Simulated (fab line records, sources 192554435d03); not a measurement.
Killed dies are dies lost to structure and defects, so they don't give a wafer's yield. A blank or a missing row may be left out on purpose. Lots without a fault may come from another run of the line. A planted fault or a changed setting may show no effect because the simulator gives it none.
Which tool did it? | flow n5_finfet | 24 lots, 72 wafers sampled, at 5 steps of a route of 1938

WHAT THE GAUGES READ, wafer by wafer
N5_MOL_CONTACT_COAG_INSPECT_10: inspects for defects (brightfield). Usual: raw_defect_count 80, standard deviation 33.
lot  | measured     | on                | raw_defect_count | flag
L074 | day 4 14:43  | defect_inspect-01 | 98 80 59         |
L075 | day 4 22:41  | defect_inspect-02 | 105 90 118       |
L076 | day 5 04:01  | defect_inspect-01 | 107 89 78        |
L077 | day 5 10:58  | defect_inspect-01 | 74 83 50         |
L078 | day 5 14:10  | defect_inspect-02 | 79 44 67         |
L079 | day 5 22:54  | defect_inspect-01 | 219 120 102      |
L080 | day 6 02:59  | defect_inspect-02 | 81 109 78        |
L081 | day 6 10:56  | defect_inspect-01 | 40 43 40         |
L082 | day 6 18:01  | defect_inspect-01 | 199 97 119       |
L083 | day 6 19:29  | defect_inspect-02 | 68 73 41         |
L084 | day 7 07:10  | defect_inspect-02 | 29 42 21         |
L085 | day 7 11:03  | defect_inspect-02 | 81 98 104        |
L087 | day 8 19:43  | defect_inspect-01 | 74 73 56         |
L086 | day 9 01:21  | defect_inspect-01 | 115 45 62        |
L088 | day 9 01:47  | defect_inspect-01 | 120 99 156       |
L089 | day 9 03:04  | defect_inspect-02 | 51 53 81         |
L090 | day 9 03:28  | defect_inspect-02 | 38 73 32         |
L093 | day 10 07:05 | defect_inspect-02 | 82 81 57         |
L091 | day 10 09:05 | defect_inspect-02 | 82 73 62         |
L094 | day 10 12:30 | defect_inspect-01 | 129 109 102      |
L095 | day 10 14:39 | defect_inspect-02 | 74 46 133        |
L092 | day 10 16:47 | defect_inspect-01 | 108 91 52        |
L096 | day 10 17:37 | defect_inspect-01 | 107 75 71        |
L097 | day 10 22:52 | defect_inspect-01 | 73 106 57        |

N5_MOL_CONTACT_COAG_CD_MEAS_99: target cd 17.2 nm. Usual: cd_nm 17.2 nm, standard deviation 0.37.
lot  | measured     | on        | cd_nm (nm)     | flag
L074 | day 4 15:08  | cd_sem-02 | 17.3 17.2 17.3 |
L075 | day 4 23:19  | cd_sem-02 | 17.7 17.2 17.3 |
L076 | day 5 04:26  | cd_sem-02 | 17.7 16.4 17.5 |
L077 | day 5 11:24  | cd_sem-02 | 16.6 17.9 17.9 |
L078 | day 5 14:38  | cd_sem-02 | 17.5 17.2 16.5 |
L079 | day 5 23:22  | cd_sem-02 | 16.9 16.8 17.5 |
L080 | day 6 03:29  | cd_sem-03 | 17.5 17.6 16.6 |
L081 | day 6 11:23  | cd_sem-01 | 17.9 16.5 17.1 |
L082 | day 6 18:50  | cd_sem-02 | 17.6 17.5 17.3 |
L083 | day 6 19:55  | cd_sem-03 | 17.3 16.6 17.1 |
L084 | day 7 08:05  | cd_sem-02 | 17.2 17.0 17.1 |
L085 | day 7 11:29  | cd_sem-03 | 18.0 17.2 18.0 |
L087 | day 8 20:10  | cd_sem-03 | 17.9 17.2 17.3 |
L086 | day 9 01:58  | cd_sem-03 | 17.7 17.3 16.6 |
L088 | day 9 02:14  | cd_sem-03 | 16.7 16.9 16.9 |
L089 | day 9 03:30  | cd_sem-03 | 17.3 17.3 16.9 |
L090 | day 9 03:54  | cd_sem-03 | 17.0 17.1 17.4 |
L093 | day 10 07:35 | cd_sem-01 | 17.0 17.2 16.8 |
L091 | day 10 09:31 | cd_sem-01 | 16.9 16.8 16.6 |
L094 | day 10 13:15 | cd_sem-02 | 17.3 17.6 16.8 |
L095 | day 10 15:05 | cd_sem-01 | 18.1 16.7 17.7 |
L092 | day 10 17:13 | cd_sem-01 | 17.5 17.3 17.2 |
L096 | day 10 18:02 | cd_sem-01 | 16.8 17.3 17.2 |
L097 | day 10 23:19 | cd_sem-01 | 17.6 17.1 17.2 |

WHICH TOOL RAN EACH LOT (tool, then ch and the chambers of the sampled wafers, then the start)
lot  | N5_HKMG_FIN_STRIP_69                 | N5_GATE_CUT_CMP_43            | N5_MOL_CONTACT_COAG_ETCH_110
L074 | plasma_asher-02 ch 0,1, day 4 05:25  | cmp-03 ch 0,3, day 4 13:41    | rie_diel-05 ch 1,2,3, day 4 15:01
L075 | plasma_asher-02 ch 0,1, day 4 12:21  | cmp-02 ch 0,1,2, day 4 21:28  | rie_diel-06 ch 2,3, day 4 23:12
L076 | plasma_asher-02 ch 0,1, day 4 18:38  | cmp-01 ch 0,2,3, day 5 03:04  | rie_diel-05 ch 0,1,3, day 5 04:19
L077 | plasma_asher-01 ch 0,1, day 5 01:11  | cmp-02 ch 0,2,3, day 5 10:02  | rie_diel-05 ch 0,1,3, day 5 11:17
L078 | plasma_asher-01 ch 0,1, day 5 04:34  | cmp-01 ch 1,3, day 5 13:01    | rie_diel-04 ch 0,2,3, day 5 14:31
L079 | plasma_asher-01 ch 0,1, day 5 13:46  | cmp-03 ch 0,1,2, day 5 21:53  | rie_diel-04 ch 1,3, day 5 23:14
L080 | plasma_asher-02 ch 0,1, day 5 17:46  | cmp-03 ch 0,1,3, day 6 01:58  | rie_diel-04 ch 1,2, day 6 03:22
L081 | plasma_asher-01 ch 0,1, day 6 01:43  | cmp-03 ch 0,2, day 6 09:50    | rie_diel-05 ch 0,1, day 6 11:15
L082 | plasma_asher-02 ch 0,1, day 6 08:28  | cmp-02 ch 0,2,3, day 6 16:52  | rie_diel-04 ch 0,1,2, day 6 18:43
L083 | plasma_asher-02 ch 0,1, day 6 10:25  | cmp-03 ch 0,3, day 6 18:28    | rie_diel-05 ch 0,1,2, day 6 19:48
L084 | plasma_asher-02 ch 0, day 6 21:39    | cmp-02 ch 0,3, day 7 05:56    | rie_diel-05 ch 1,2, day 7 07:58
L085 | plasma_asher-01 ch 0,1, day 7 01:37  | cmp-02 ch 0,2,3, day 7 09:49  | rie_diel-06 ch 0,1,3, day 7 11:22
L087 | plasma_asher-02 ch 0,1, day 8 10:33  | cmp-03 ch 0,1,2, day 8 18:37  | rie_diel-06 ch 0,2,3, day 8 20:04
L086 | plasma_asher-02 ch 0,1, day 8 14:08  | cmp-03 ch 0,1,3, day 9 00:17  | rie_diel-05 ch 0,3, day 9 01:49
L088 | plasma_asher-02 ch 1, day 8 14:26    | cmp-02 ch 2,3, day 9 00:38    | rie_diel-06 ch 1,3, day 9 02:06
L089 | plasma_asher-01 ch 0,1, day 8 16:04  | cmp-02 ch 0,1,3, day 9 01:50  | rie_diel-04 ch 0,1,3, day 9 03:23
L090 | plasma_asher-02 ch 0,1, day 8 16:26  | cmp-01 ch 2,3, day 9 02:22    | rie_diel-04 ch 0,3, day 9 03:47
L093 | plasma_asher-02 ch 0,1, day 9 19:09  | cmp-01 ch 2,3, day 10 05:59   | rie_diel-05 ch 0,1,3, day 10 07:28
L091 | plasma_asher-02 ch 0,1, day 9 23:43  | cmp-01 ch 2,3, day 10 07:56   | rie_diel-04 ch 0,3, day 10 09:24
L094 | plasma_asher-02 ch 0,1, day 10 01:17 | cmp-01 ch 1,2, day 10 11:23   | rie_diel-06 ch 0,1,3, day 10 13:08
L095 | plasma_asher-02 ch 0,1, day 10 03:52 | cmp-02 ch 1,2,3, day 10 13:30 | rie_diel-06 ch 0,1,2, day 10 14:58
L092 | plasma_asher-01 ch 0,1, day 10 04:17 | cmp-02 ch 0,1,2, day 10 15:50 | rie_diel-04 ch 0,1,3, day 10 17:07
L096 | plasma_asher-01 ch 0,1, day 10 06:22 | cmp-03 ch 1,2,3, day 10 16:31 | rie_diel-05 ch 0,3, day 10 17:55
L097 | plasma_asher-01 ch 0,1, day 10 12:34 | cmp-03 ch 1,2,3, day 10 21:46 | rie_diel-06 ch 0,1,2, day 10 23:11
- N5_HKMG_FIN_STRIP_69: strips in N2/H2, time 360 s.
- N5_GATE_CUT_CMP_43: polishes SiO2.
- N5_MOL_CONTACT_COAG_ETCH_110: etches Si in CF4/O2, target depth 2.5 nm, time 8 s.

WHAT THE TOOLS THEMSELVES READ (means of the sampled wafers that have a number; where no wafer has one, the mark that the record gives instead)
N5_HKMG_FIN_STRIP_69. Usual: drypump_motor_current_A 6.21 A, standard deviation 0.23; heater_power_w 492 W, standard deviation 49.
lot  | tool            | drypump_motor_current_A (A) | heater_power_w (W) | flag
L074 | plasma_asher-02 | 6.16                        | 462                |
L075 | plasma_asher-02 | 6.36                        | 506                |
L076 | plasma_asher-02 | 6.16                        | 459                |
L077 | plasma_asher-01 | 6.14                        | 500                |
L078 | plasma_asher-01 | 6.13                        | 497                |
L079 | plasma_asher-01 | 6.12                        | 505                |
L080 | plasma_asher-02 | 6.17                        | 467                |
L081 | plasma_asher-01 | 6.13                        | 500                |
L082 | plasma_asher-02 | 6.17                        | 465                |
L083 | plasma_asher-02 | 6.15                        | 463                |
L084 | plasma_asher-02 | 5.98                        | 426                |
L085 | plasma_asher-01 | 6.11                        | 504                |
L087 | plasma_asher-02 | 6.16                        | 466                |
L086 | plasma_asher-02 | 6.36                        | 497                |
L088 | plasma_asher-02 | 6.54                        | 549                |
L089 | plasma_asher-01 | 6.13                        | 501                |
L090 | plasma_asher-02 | 6.35                        | 506                |
L093 | plasma_asher-02 | 6.35                        | 502                |
L091 | plasma_asher-02 | 6.35                        | 506                |
L094 | plasma_asher-02 | 6.15                        | 457                |
L095 | plasma_asher-02 | 6.17                        | 465                |
L092 | plasma_asher-01 | 6.12                        | 507                |
L096 | plasma_asher-01 | 6.12                        | 512                |
L097 | plasma_asher-01 | 6.12                        | 510                |

N5_GATE_CUT_CMP_43. Usual: motor_current_A 11.9 A, standard deviation 0.99.
lot  | tool   | motor_current_A (A) | flag
L074 | cmp-03 | 11.6                |
L075 | cmp-02 | 11.9                |
L076 | cmp-01 | 10.9                |
L077 | cmp-02 | 12.3                |
L078 | cmp-01 | 12.2                |
L079 | cmp-03 | 12.6                |
L080 | cmp-03 | 12.6                |
L081 | cmp-03 | 11.7                |
L082 | cmp-02 | 12.4                |
L083 | cmp-03 | 12.1                |
L084 | cmp-02 | 12.5                |
L085 | cmp-02 | 12.7                |
L087 | cmp-03 | 12.6                |
L086 | cmp-03 | 11.9                |
L088 | cmp-02 | 12.3                |
L089 | cmp-02 | 11.9                |
L090 | cmp-01 | 11.4                |
L093 | cmp-01 | 11.4                |
L091 | cmp-01 | 11.5                |
L094 | cmp-01 | 10.6                |
L095 | cmp-02 | 11.7                |
L092 | cmp-02 | 12.1                |
L096 | cmp-03 | 12.2                |
L097 | cmp-03 | 12.0                |

N5_MOL_CONTACT_COAG_ETCH_110. Usual: bias_w 12.00 W, standard deviation 0.031; drypump_motor_current_A 5.6 A, standard deviation 0.48; oes_ar_750_au 0.78 a.u., standard deviation 0.078; oes_product_au 0.79 a.u., standard deviation 0.083; rf_vpp_V 129 V, standard deviation 3.5; showerhead_plenum_p_Torr 2.25 Torr, standard deviation 0.077; throttle_valve_pct 10.78 %, standard deviation 0.26.
lot  | tool        | bias_w (W) | drypump_motor_current_A (A) | oes_ar_750_au (a.u.) | oes_product_au (a.u.) | rf_vpp_V (V) | showerhead_plenum_p_Torr (Torr) | throttle_valve_pct (%) | flag
L074 | rie_diel-05 | 12.03      | 5.3                         | 0.71                 | 0.71                  | 128          | 2.23                            | 11.06                  |
L075 | rie_diel-06 | 12.01      | 5.3                         | 0.74                 | 0.74                  | 129          | 2.25                            | 10.67                  |
L076 | rie_diel-05 | 11.99      | 5.7                         | 0.73                 | 0.72                  | 129          | 2.24                            | 10.98                  |
L077 | rie_diel-05 | 11.97      | 5.7                         | 0.74                 | 0.73                  | 129          | 2.24                            | 10.99                  |
L078 | rie_diel-04 | 11.96      | 5.5                         | 0.83                 | 0.84                  | 130          | 2.22                            | 10.65                  |
L079 | rie_diel-04 | 11.98      | 5.8                         | 0.79                 | 0.79                  | 130          | 2.20                            | 10.79                  |
L080 | rie_diel-04 | 12.01      | 5.9                         | 0.78                 | 0.79                  | 132          | 2.28                            | 10.60                  |
L081 | rie_diel-05 | 12.00      | 5.6                         | 0.73                 | 0.71                  | 131          | 2.23                            | 11.05                  |
L082 | rie_diel-04 | 12.02      | 5.5                         | 0.80                 | 0.81                  | 132          | 2.27                            | 10.57                  |
L083 | rie_diel-05 | 12.02      | 5.6                         | 0.82                 | 0.81                  | 128          | 2.26                            | 10.73                  |
L084 | rie_diel-05 | 12.00      | 5.2                         | 0.88                 | 0.88                  | 128          | 2.33                            | 10.58                  |
L085 | rie_diel-06 | 12.00      | 5.9                         | 0.83                 | 0.84                  | 127          | 2.28                            | 10.74                  |
L087 | rie_diel-06 | 12.00      | 5.6                         | 0.79                 | 0.80                  | 127          | 2.29                            | 10.73                  |
L086 | rie_diel-05 | 12.01      | 6.2                         | 0.73                 | 0.72                  | 127          | 2.18                            | 10.93                  |
L088 | rie_diel-06 | 12.01      | 5.9                         | 0.78                 | 0.78                  | 128          | 2.26                            | 10.82                  |
L089 | rie_diel-04 | 12.01      | 5.5                         | 0.77                 | 0.78                  | 131          | 2.23                            | 10.70                  |
L090 | rie_diel-04 | 12.02      | 5.1                         | 0.80                 | 0.80                  | 131          | 2.21                            | 10.66                  |
L093 | rie_diel-05 | 12.01      | 5.7                         | 0.79                 | 0.79                  | 129          | 2.22                            | 10.87                  |
L091 | rie_diel-04 | 11.99      | 5.5                         | 0.78                 | 0.79                  | 129          | 2.17                            | 10.85                  |
L094 | rie_diel-06 | 12.00      | 5.9                         | 0.80                 | 0.81                  | 127          | 2.27                            | 10.81                  |
L095 | rie_diel-06 | 11.97      | 5.5                         | 0.88                 | 0.90                  | 129          | 2.23                            | 10.55                  |
L092 | rie_diel-04 | 12.03      | 5.5                         | 0.76                 | 0.76                  | 131          | 2.22                            | 10.76                  |
L096 | rie_diel-05 | 12.00      | 5.8                         | 0.69                 | 0.69                  | 126          | 2.22                            | 11.12                  |
L097 | rie_diel-06 | 12.00      | 5.5                         | 0.86                 | 0.88                  | 129          | 2.23                            | 10.55                  |

THE ANSWER, worked out from the rows above alone
Rule: a lot is off if the mean of its wafers that have a number lies more than 3 standard deviations from the usual mean. A lot without any number at a reading at which 4 lots or more have one is off too. The other lots that the step has rows for count as sound. The gauges are gone through in route order, then the tools' own readings, and for those a lot's mean is taken as printed above. The first step at which some lot is off is used, and at that step the reading that is off furthest; a lot without a number counts as furthest.
No lot is off at any reading shown: from this, nothing can be told.

WHAT THE SIMULATOR HAD PUT IN
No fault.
